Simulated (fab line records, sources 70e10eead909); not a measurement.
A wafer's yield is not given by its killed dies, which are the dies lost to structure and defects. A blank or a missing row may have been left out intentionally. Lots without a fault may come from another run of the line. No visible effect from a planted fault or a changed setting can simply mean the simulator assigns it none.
fab line records	flow nandHarc
record lots=13	wafers=39	lastDay=33
route steps=1302 shown A_CONTACT@1067 THIN_TSV@1250 END@1302
lots with no fault: from the same line, run without faults
startH: hours from the record's first day to the start of the lot's first wafer shown	waitH: hours since the lot's step before	" the same as in the row above	L1.1+2: a single row standing in for several wafers	- no value, or no start was given	* or withheld: withheld	< > ~ a bound
route shown NAME@n: names a module that has steps shown in the file, with the first one's number in the route	usual: mean/standard deviation taken from wafers without a fault	same: alike in all rows	chamber/n: place in a boat	sites: per-site readings	_std_site: standard deviation across them	_edge_site: outer sites' mean less inner sites'	radiusMm: how far each site lies from the wafer's centre	mask NAME#n: copy n	behind: the last tool/chamber to shape the wafer	hold: the reason the lot was held/the length of the hold in hours/how it ended	device: transistor that didn't switch, given as n, p or np	end of line: tests of these same wafers at the route's end	step lacking rows: just its recipe	killed: the dies lost at the first sort to structure and to defects; this is not the yield of the wafer	map: a wafer's dies, x killed, . not, _ none there
set.NAME: the setting as run; set.NAME@STEP: as run at that earlier step	model.NAME: the simulator's own value behind a step, which no gauge read
the route's steps for a sample of lots (tables are steps, rows are wafers)
services: the hour from which a tool's chamber was out of use, counted from the record's first day as startH (under 0 if before that day), plus the number of hours and why
## steps
# step NHARC_A_CONTACT_DEP_85
# recipe targetThkA=600	targetThkNm=60	tempC=400	pressureTorr=3.5	flowSccm=200	rfW=350	material=SiON
# usual heaterPowerW=807/90	showerheadVppV=1137/55
lot.wafer	tool	chamber	startH	waitH	heaterPowerW	showerheadVppV
L762.2	pecvd-04	0	499.80	1.2	810	1098
L762.3	"	1	"	"	840	1182
L762.1	"	2	"	"	814	1219
L764.1	pecvd-03	0	526.00	1.5	861	1048
L764.5	"	0	"	"	858	1050
L764.6	"	1	"	"	991	1111
L766.3	pecvd-04	0	541.11	0.9	706	1074
L766.6	"	2	"	"	771	1227
L766.5	"	1	"	"	773	1161
L765.3	pecvd-02	2	542.76	0.9	695	1144
L765.5	"	0	"	"	813	1171
L765.4	"	1	"	"	686	1128
L769.3	pecvd-04	2	565.45	0.9	835	1241
L769.2	"	0	"	"	759	1101
L769.4	"	0	"	"	806	1094
L770.2	pecvd-03	0	599.14	1.2	872	1049
L770.3	"	2	"	"	674	1193
L770.5	"	0	"	"	868	1040
L772.1	pecvd-03	2	604.63	1.5	707	1169
L772.2	"	1	"	"	928	1104
L772.6	"	1	"	"	937	1113
L771.2	pecvd-02	0	612.30	1.2	971	1179
L771.1	"	2	"	"	675	1143
L771.4	"	2	"	"	670	1108
L774.1	pecvd-04	0	619.67	1.5	868	1083
L774.4	"	1	"	"	852	1156
L774.5	"	2	"	"	817	1199
L773.2	pecvd-04	2	629.55	1.2	835	1253
L773.4	"	2	"	"	831	1216
L773.5	"	0	"	"	812	1092
L776.3	pecvd-03	2	668.15	0.9	672	1177
L776.2	"	1	"	"	854	1097
L776.5	"	2	"	"	664	1156
L783.2	pecvd-03	1	709.56	1.2	969	1117
L783.3	"	2	"	"	758	1167
L783.6	"	2	"	"	754	1161
L784.6	pecvd-04	0	735.89	0.1	873	1084
L784.5	"	1	"	"	783	1168
L784.4	"	2	"	"	823	1242
# step NHARC_THIN_TSV_DEP_43
# recipe targetThkA=13285	tempC=withheld	pressureTorr=6.5	rfW=900	teosFlowSccm=161.4	flowSccm=2650	targetThkNm=1328.5	gas=O2	material=SiO2
# usual showerheadVppV=1830/76	throttleValvePct=15.8/0.6
lot.wafer	tool	chamber	startH	waitH	showerheadVppV	throttleValvePct
L762.3	pecvd-02	1	532.27	-	1752	15.3
L762.2	"	2	"	"	1779	16.2
L762.1	"	0	"	"	1909	15.8
L764.1	pecvd-02	1	563.61	-	1803	15.4
L764.6	"	2	"	"	1779	16.3
L764.5	"	0	"	"	1893	15.9
L766.3	pecvd-03	2	575.63	-	1848	15.3
L766.5	"	0	"	"	1668	15.0
L766.6	"	1	"	"	1801	14.8
L765.3	pecvd-03	2	576.81	-	1913	15.3
L765.4	"	2	"	"	1929	15.5
L765.5	"	0	"	"	1663	15.1
L769.2	pecvd-01	2	701.96	-	1812	16.2
L769.3	"	1	"	"	1933	16.1
L769.4	"	0	"	"	1887	16.6
L770.3	pecvd-03	1	704.44	-	1792	14.7
L770.2	"	2	"	"	1856	15.4
L770.5	"	2	"	"	1869	15.7
L772.1	pecvd-02	1	705.67	-	1807	15.9
L772.2	"	2	"	"	1789	16.8
L772.6	"	1	"	"	1841	15.8
L771.1	pecvd-03	1	706.80	-	1793	14.7
L771.2	"	0	"	"	1692	15.3
L771.4	"	0	"	"	1679	15.2
L774.1	pecvd-01	1	708.04	-	1940	15.9
L774.4	"	1	"	"	1939	16.2
L774.5	"	2	"	"	1840	16.1
L773.2	pecvd-03	2	709.34	-	1881	15.7
L773.5	"	0	"	"	1695	15.1
L773.4	"	2	"	"	1892	15.1
L776.3	pecvd-02	2	714.12	-	1787	16.9
L776.5	"	0	"	"	1866	15.6
L783.3	pecvd-02	2	748.92	-	1784	16.8
L783.6	"	1	"	"	1785	16.0
L784.4	pecvd-02	0	769.55	-	1906	16.0
L784.5	"	1	"	"	1813	15.9
L784.6	"	2	"	"	1820	16.7
# step NHARC_THIN_TSV_CD_MEAS_33
# recipe targetCdNm=5000	landingEnergyEv=500
# usual cdNm=4999.7/1.3
lot.wafer	tool	chamber	startH	waitH	cdNm
L762.1	cdSem-03	0	538.93	-	4999.3
L762.2	"	0	"	"	5000.8
L762.3	"	0	"	"	5001.8
L764.1	cdSem-01	0	570.24	-	4999.5
L764.5	"	0	"	"	4998.7
L764.6	"	0	"	"	5001.0
L766.3	cdSem-03	0	582.24	-	5000.9
L766.5	"	0	"	"	5000.3
L766.6	"	0	"	"	4999.0
L765.3	cdSem-02	0	583.41	-	5002.4
L765.4	"	0	"	"	5000.5
L765.5	"	0	"	"	5000.1
L769.2	cdSem-02	0	708.91	-	4999.6
L769.3	"	0	"	"	4998.5
L769.4	"	0	"	"	5000.0
L770.2	cdSem-02	0	711.22	-	4999.8
L770.3	"	0	"	"	4999.9
L770.5	"	0	"	"	4999.5
L772.1	cdSem-02	0	712.44	-	5001.7
L772.2	"	0	"	"	5000.3
L772.6	"	0	"	"	5000.4
L771.1	cdSem-01	0	713.52	-	5001.9
L771.2	"	0	"	"	5001.7
L771.4	"	0	"	"	5001.9
L774.1	cdSem-02	0	714.95	-	5000.0
L774.4	"	0	"	"	5000.0
L774.5	"	0	"	"	5000.1
L773.2	cdSem-03	0	716.14	-	5000.7
L773.4	"	0	"	"	5001.5
L773.5	"	0	"	"	4999.9
L776.3	cdSem-01	0	720.85	-	4998.5
L776.5	"	0	"	"	4999.0
L783.3	cdSem-02	0	755.61	-	4999.5
L783.6	"	0	"	"	5000.6
L784.4	cdSem-02	0	776.31	-	4999.9
L784.5	"	0	"	"	4999.2
L784.6	"	0	"	"	4998.2
# step NHARC_THIN_TSV_ETCH_59
# recipe targetDepthA=8800	icpW=900	biasW=100	Cl2_flow_sccm=60	bcl3FlowSccm=30	timeS=138.1	chemistry=Cl2/BCl3
# usual drypumpMotorCurrentA=5.5/0.52	oesProductAu=0.999/0.0076	throttleValvePct=22.265/0.01
lot.wafer	tool	chamber	startH	waitH	drypumpMotorCurrentA	oesProductAu	rfHoursCounterH	throttleValvePct
L762.2	rieMetal-03	0	539.22	0.1	6.0	1.001	0.0	22.263
L762.1	"	1	"	"	5.5	0.995	0.0	22.262
L762.3	"	1	"	"	5.5	0.989	-	22.301
L764.1	rieMetal-01	0	570.56	0.1	5.0	0.998	3.0	22.270
L764.6	"	1	"	"	5.0	0.995	-	22.280
L764.5	"	0	"	"	5.0	1.001	-	22.271
L766.3	rieMetal-03	1	582.59	0.2	5.5	0.992	-	22.265
L766.5	"	1	"	"	5.5	0.994	-	22.277
L766.6	"	0	"	"	6.0	1.010	-	22.276
L765.3	rieMetal-02	1	583.77	0.2	4.8	1.013	-	22.277
L765.4	"	0	"	"	6.1	0.992	-	22.266
L765.5	"	0	"	"	6.1	1.002	-	22.262
L769.2	rieMetal-01	1	709.20	0.1	5.0	0.998	1.0	22.267
L769.4	"	1	"	"	5.0	1.010	-	22.268
L769.3	"	0	"	"	5.0	1.010	-	22.261
L770.2	rieMetal-03	1	711.51	0.1	5.5	0.992	0.2	22.261
L770.3	"	0	"	"	6.0	1.006	-	22.257
L770.5	"	1	"	"	5.5	0.993	-	22.275
L772.1	rieMetal-01	0	712.74	0.1	5.0	1.001	1.2	22.268
L772.2	"	1	"	"	5.0	1.004	1.2	22.256
L772.6	"	1	"	"	5.0	0.997	-	22.265
L771.1	rieMetal-02	0	713.82	0.1	6.2	0.990	0.8	22.263
L771.2	"	1	"	"	4.8	0.992	0.8	22.268
L771.4	"	0	"	"	6.1	0.993	-	22.268
L774.1	rieMetal-01	1	715.24	0.1	5.0	1.001	1.5	22.265
L774.4	"	0	"	"	5.0	1.001	-	22.268
L774.5	"	1	"	"	5.0	1.000	-	22.259
L773.2	rieMetal-02	1	716.48	0.1	4.8	0.988	1.0	22.267
L773.4	"	1	"	"	4.8	0.990	-	22.260
L773.5	"	1	"	"	4.8	0.992	-	22.265
L776.3	rieMetal-03	1	721.28	0.3	5.5	1.009	-	22.257
L776.5	"	1	"	"	5.5	0.998	-	22.262
L783.3	rieMetal-03	0	755.97	0.1	6.0	1.007	-	22.269
L783.6	"	0	"	"	6.0	1.007	-	22.262
L784.4	rieMetal-03	1	776.66	0.2	5.5	0.993	-	22.258
L784.5	"	1	"	"	5.5	1.004	-	22.287
L784.6	"	0	"	"	6.0	1.006	-	22.259
# step NHARC_END_SORT_01
# recipe tempC=25
# usual killedAtArray=63/18	killedAtOther=1.1/1.3	killedAtPeriphery=4.3/2.8	killedDies=68/18	killedOpen=3.3/2	killedShort=2.4/1.6
# same grossDies=677
lot.wafer	tool	chamber	startH	waitH	killedAtArray	killedAtOther	killedAtPeriphery	killedDies	killedOpen	killedShort
L776.2	prober-01	0	761.02	2.8	675	0	2	677	1	5
L776.3	prober-01	0	761.83	3.1	68	2	6	76	10	2
L776.5	prober-01	0	763.45	3.7	68	1	0	69	1	2
L783.2	prober-01	0	784.41	2.8	667	2	8	677	4	3
L783.3	prober-01	0	785.19	3.1	64	1	14	79	5	5
L783.6	prober-01	0	787.55	3.9	75	0	12	87	7	6
# killed by level:class
L776.2 A_CONTACT:areaDep=598 A_CHANNEL_HOLE_D1:chamberFilmFlake=33 A_SLIT:chamberFilmFlake=30 A_CONTACT:chamberFilmFlake=5 A_WL_FILL:geometricParticle:short=4 A_STAIRCASE:chamberFilmFlake=2 P_M2:geometricParticle:open=1 A_ONON_D1:geometricParticle:short=1
L776.3 A_CHANNEL_HOLE_D1:chamberFilmFlake=31 A_SLIT:chamberFilmFlake=20 A_STAIRCASE:chamberFilmFlake=5 P_M0:geometricParticle:open=3 A_CONTACT:chamberFilmFlake=3 A_WL_FILL:geometricParticle:open=2 A_BLC:geometricParticle:open=2 P_ZERO_WELL:chamberFilmFlake=2
L776.5 A_CHANNEL_HOLE_D1:chamberFilmFlake=33 A_SLIT:chamberFilmFlake=26 A_ZERO_WELL:chamberFilmFlake=2 A_WL_FILL:chamberFilmFlake=2 A_ONON_D1:geometricParticle:short=1 A_CHANNEL_FILL_D1:geometricParticle:short=1 A_WL_FILL:geometricParticle:open=1 A_CHANNEL_FILL_D1:chamberFilmFlake=1
L783.2 A_CONTACT:areaDep=589 A_SLIT:chamberFilmFlake=40 A_CHANNEL_HOLE_D1:chamberFilmFlake=14 A_CONTACT:chamberFilmFlake=13 P_CONTACT:chamberFilmFlake=3 P_M1:chamberFilmFlake=3 A_DECK1_JOINT:chamberFilmFlake=3 A_M0:geometricParticle:open=2
L783.3 A_SLIT:chamberFilmFlake=33 A_CONTACT:chamberFilmFlake=9 A_CHANNEL_HOLE_D1:chamberFilmFlake=8 P_CONTACT:chamberFilmFlake=5 P_M1:chamberFilmFlake=4 A_WL_FILL:geometricParticle:short=2 P_GATE:chamberFilmFlake=2 A_DECK1_JOINT:chamberFilmFlake=2
L783.6 A_SLIT:chamberFilmFlake=41 A_CHANNEL_HOLE_D1:chamberFilmFlake=13 P_CONTACT:chamberFilmFlake=4 P_M1:chamberFilmFlake=4 A_CHANNEL_HOLE_D2:chamberFilmFlake=4 A_CONTACT:chamberFilmFlake=4 A_WL_FILL:geometricParticle:short=2 A_M0:geometricParticle:open=2
## services
tool	chamber	startH	hours	kind
pecvd-03	-	479.70	0.6	repair
pecvd-01	-	492.00	13.0	pm
rieMetal-03	-	519.00	9.0	pm
rieMetal-01	-	531.94	1.6	repair
pecvd-04	-	547.06	1.0	repair
pecvd-03	-	547.09	13.0	pm
rieMetal-01	-	575.00	9.0	pm
pecvd-02	-	575.90	1.8	repair
pecvd-02	-	590.10	13.0	pm
pecvd-01	-	624.64	0.6	repair
rieMetal-02	1	629.82	4.7	repair
rieMetal-02	-	631.03	9.0	pm
pecvd-04	-	631.07	13.0	pm
rieMetal-03	1	631.93	1.5	repair
pecvd-01	-	665.19	1.4	repair
pecvd-01	2	669.30	15.0	repair
pecvd-01	-	673.00	13.0	pm
rieMetal-03	-	696.00	9.0	pm
pecvd-03	-	698.41	0.2	repair
pecvd-01	1	713.01	3.4	repair
pecvd-02	2	719.92	5.0	repair
pecvd-03	-	728.36	13.0	pm
rieMetal-01	-	752.00	9.0	pm
pecvd-02	-	771.10	13.0	pm
## key
firstSign step=NHARC_END_SORT_01	reading=killedAtArray	direction=up	sigmas=34	usual=63	struck=671
effect step=NHARC_END_SORT_01	reading=killedDies	direction=up	sigmas=34	usual=68	struck=677
moreKillsBornAt NHARC_A_CONTACT_DEP_85@pecvd-03=1187
metAt NHARC_A_CONTACT_DEP_85
struckLots L776,L783
struckWafers L776.2,L783.2
laterRowsLeftOut L776.2,L783.2
testerLeftOut L776,L783
notActingAt NHARC_THIN_TSV_DEP_43,NHARC_THIN_TSV_CD_MEAS_33,NHARC_THIN_TSV_ETCH_59
onsetBetween 604.63 668.15
fault kind=processParameterDrift	tool=pecvd-03	chamber=1	onsetH=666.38	steps=NHARC_A_CONTACT_DEP_85	channel=targetThkNm	offset=25.989	shape=step	endH=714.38	actsIn=theseRecipesOnly	stated=60
# testerLeftOut: of these lots the tester's yield and bins aren't shown, on N5 and GAA mostly nor the transistor test; their killed dies are dies lost to structure and defects alone, not to doping, threshold or leakage, so they don't give the yield
# laterRowsLeftOut: the simulator's readings of these wafers behind a module that went badly wrong aren't trusted and aren't shown, but for the sort
